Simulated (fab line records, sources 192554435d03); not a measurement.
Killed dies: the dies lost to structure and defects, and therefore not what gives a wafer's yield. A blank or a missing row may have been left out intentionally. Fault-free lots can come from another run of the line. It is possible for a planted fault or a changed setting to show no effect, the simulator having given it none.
One fault through the eyes of 2 desks :: flow n5Finfet :: numbers are kept per desk, each desk with only its own; the story behind them comes last

AT THE TOOL OWNER'S DESK: pvdSputter-01
The tool's own readings at N5_BEOL_M3_HM_DEP_02 (deposits TiN, target thk 20 nm): means of the sampled wafers that have a number, for each lot that ran on this tool. Marked OUT: a lot whose mean sits more than 4 standard deviations from the usual mean, which makes it out of limits; the brackets give that distance.
Columns: A = throttleValvePct at N5_BEOL_M3_HM_DEP_02, usual 30.1 %
lot: L561
first seen here: day 7 13:08
A: 30.0

lot: L562
first seen here: day 7 13:20
A: 30.3

lot: L563
first seen here: day 7 13:50
A: 30.1

lot: L579
first seen here: day 12 06:50
A: 30.1
Finding of this desk: none of the 4 lots has anything out of limits.

THE METROLOGY DESK
Lot by lot, what the gauges showed, no matter which tool ran the lot: averages of those sampled wafers that carry a number. Marked OUT: a lot whose mean sits more than 4 standard deviations from the usual mean, which makes it out of limits; the brackets give that distance. Only the readings that lie furthest out on some lot appear, 7 of the 10 it has.
Columns: A = IOFF_P at N5_BEOL_M4_RC_MEAS_101, usual 0.22 nA/um; B = ION_N at N5_BEOL_M4_RC_MEAS_101, usual 679 uA/um; C = ION_P at N5_BEOL_M4_RC_MEAS_101, usual 466 uA/um; D = SS_N at N5_BEOL_M4_RC_MEAS_101, usual 71.7 mV/dec; E = SS_P at N5_BEOL_M4_RC_MEAS_101, usual 73.5 mV/dec; F = VT_N at N5_BEOL_M4_RC_MEAS_101, usual 248.8 mV; G = VT_P at N5_BEOL_M4_RC_MEAS_101, usual -250 mV
lot: L563
first seen here: day 8 11:43
A: 0.24
B: 681
C: 469
D: 71.9
E: 73.4
F: 248.5
G: -249

lot: L561
first seen here: day 8 13:38
A: 0.20
B: 670
C: 464
D: 71.2
E: 72.6
F: 248.5
G: -250

lot: L562
first seen here: day 8 13:46
A: 0.24
B: 687
C: 476
D: 71.0
E: 73.3
F: 249.3
G: -247

lot: L575
first seen here: day 11 22:49
A: 0.22
B: 679
C: 467
D: 71.4
E: 73.2
F: 248.3
G: -250

lot: L579
first seen here: day 13 06:28
A: 0.17
B: 663
C: 446
D: 72.0
E: 73.5
F: 252.7
G: -259
Finding of this desk: none of the 5 lots has anything out of limits.

PUT TOGETHER
Nothing out of limits was seen by the tool owner's desk.
From the metrology desk's view, nothing was out of limits.

WHAT THE SIMULATOR HAD INSERTED
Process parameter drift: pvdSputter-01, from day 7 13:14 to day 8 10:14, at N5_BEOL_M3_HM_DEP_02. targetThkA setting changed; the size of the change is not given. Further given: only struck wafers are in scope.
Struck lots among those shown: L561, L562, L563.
